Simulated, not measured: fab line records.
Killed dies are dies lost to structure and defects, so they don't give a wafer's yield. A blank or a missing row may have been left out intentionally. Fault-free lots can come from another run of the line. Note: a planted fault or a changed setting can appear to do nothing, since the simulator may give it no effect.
Split-lot experiment + flow n5Finfet + on a route of 1938 steps: 7 lots, 21 wafers read

ON THE SPLIT
At N5_BEOL_M2_COAT_68 (time 60 s, resist thk 12 nm), the setting spinRpm was moved away from the recipe's 1500 rpm on 6 of the 21 wafers read, by -5.8% to +8.8%. All remaining wafers had this setting at the recipe value.

FROM THE SPLIT TO THE READING: what the file shows between them, 6 steps
- N5_BEOL_M2_COAT_76: time 60 s, resist thk 5 nm
- N5_BEOL_M2_COAT_22: resist thk 30 nm
- N5_BEOL_M2_DESCUM_33: chemistry O2, time 7 s
- N5_BEOL_M2_ETCH_77: etches underlayer in N2/H2, target depth 6.5 nm, time 5.2 s
- N5_BEOL_M2_ETCH_69: etches SiARC in CF4, target depth 15.6 nm, time 26 s
- N5_BEOL_M2_ETCHBACK_99: etches SiO2 in CHF3, target depth 5 nm, time 10.4 s (also split here: timeS)

THE READING
SiARC_of_BEOL_M2_COAT_68.thkNm (the simulator's own value, which no gauge read), in nm, at N5_BEOL_M2_ETCH_70 (etches SOC in N2/H2, target depth 80 nm, overetch 24 nm, time 130 s). No usual value for it is given in the file. Average 5.8 nm, standard deviation 0.13 nm, over the 15 wafers here run with the recipe.

| wafer  | tool, chamber at the split | spinRpm as run, rpm | against the recipe | SiARC_of_BEOL_M2_COAT_68.thkNm, nm | against lot-mates on the recipe |
|--------|----------------------------|---------------------|--------------------|------------------------------------|---------------------------------|
| L077.3 | lithoTrack-02, 0           | 1500                | recipe             | 5.8                                | -                               |
| L077.5 | lithoTrack-02, 0           | 1500                | recipe             | 5.8                                | -                               |
| L077.6 | lithoTrack-02, 0           | 1500                | recipe             | 5.6                                | -                               |
| L078.1 | lithoTrack-05, 0           | 1587                | +5.8%              | 5.4                                | -0.4                            |
| L078.2 | lithoTrack-05, 0           | 1587                | +5.8%              | 5.4                                | -0.4                            |
| L078.3 | lithoTrack-05, 0           | 1500                | recipe             | 5.8                                | -                               |
| L083.4 | lithoTrack-02, 0           | 1500                | recipe             | 5.8                                | -                               |
| L083.6 | lithoTrack-02, 0           | 1500                | recipe             | 5.8                                | -                               |
| L083.5 | lithoTrack-02, 0           | 1500                | recipe             | 6                                  | -                               |
| L086.1 | lithoTrack-05, 0           | 1500                | recipe             | 5.6                                | -                               |
| L086.4 | lithoTrack-05, 0           | 1500                | recipe             | 5.8                                | -                               |
| L086.5 | lithoTrack-05, 0           | 1500                | recipe             | 5.8                                | -                               |
| L087.1 | lithoTrack-05, 0           | 1413                | -5.8%              | 6.2                                | +0.3                            |
| L087.4 | lithoTrack-05, 0           | 1500                | recipe             | 5.8                                | -                               |
| L087.6 | lithoTrack-05, 0           | 1500                | recipe             | 6                                  | -                               |
| L088.2 | lithoTrack-05, 0           | 1500                | recipe             | 6                                  | -                               |
| L088.3 | lithoTrack-05, 0           | 1632                | +8.8%              | 5.4                                | -0.6                            |
| L088.5 | lithoTrack-05, 0           | 1632                | +8.8%              | 5                                  | -1.0                            |
| L092.2 | lithoTrack-04, 0           | 1500                | recipe             | 5.8                                | -                               |
| L092.3 | lithoTrack-04, 0           | 1413                | -5.8%              | 6.2                                | +0.5                            |
| L092.5 | lithoTrack-04, 0           | 1500                | recipe             | 5.6                                | -                               |

THE FIT
A straight line over all 21 wafers: SiARC_of_BEOL_M2_COAT_68.thkNm changes by -0.0686 nm for each +1% of spinRpm; r = -0.90; the points scatter about the line by 0.13 nm.
The same after taking each lot's own level away (the mean of its wafers on the recipe; 21 wafers): -0.0802 nm for each +1%; r = -0.94; scatter 0.12 nm.
The reading moves by 0.71 nm for the largest change in spinRpm, on that fit.
From 5.70 to 6.00 nm: that is the span of the lots' own levels, equal to 2.4 times the standard deviation above.
So the lot-to-lot level changes the slope: the two fits differ.
Check: with one of the wafers moved furthest among these (+8.8%) left out of the fit, the line predicts -0.759 nm for it against its lot-mates. It came out at -0.6 nm against them.

THE OTHER SPLITS THESE WAFERS WENT THROUGH
Note: prior to the reading, these wafers also went through further splits. Each is held against what the fit with the lots' levels taken away leaves over:
| other split on the same wafers | wafers away from the commonest value | r with SiARC_of_BEOL_M2_COAT_68.thkNm (lot level and that fit taken away) |
|--------------------------------|--------------------------------------|---------------------------------------------------------------------------|
| N5_BEOL_M2_ETCHBACK_99 timeS   | 9                                    | -0.05                                                                     |

THE WHOLE CHAIN: every reading that the file lists as answering this split, in the file's order
| step               | what it does                                                        | reading                                                                         | change (the file's fit)                | r (the file's) |
|--------------------|---------------------------------------------------------------------|---------------------------------------------------------------------------------|----------------------------------------|----------------|
| N5_BEOL_M2_COAT_68 | time 60 s, resist thk 12 nm                                         | SiARC_of_BEOL_M2_COAT_68.thkNm (the simulator's own value, which no gauge read) | -0.0572 nm for each +1% of the setting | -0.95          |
| N5_BEOL_M2_ETCH_69 | etches SiARC in CF4, target depth 15.6 nm, time 26 s                | etch.depthNm (the simulator's own value, which no gauge read)                   | -0.0547 nm for each +1% of the setting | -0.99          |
| N5_BEOL_M2_ETCH_70 | etches SOC in N2/H2, target depth 80 nm, overetch 24 nm, time 130 s | SiARC_of_BEOL_M2_COAT_68.thkNm (the simulator's own value, which no gauge read) | -0.0785 nm for each +1% of the setting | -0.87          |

THE FILE'S OWN FIT
SiARC_of_BEOL_M2_COAT_68.thkNm changes by -0.0785 nm for each +1% of spinRpm, r = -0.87.
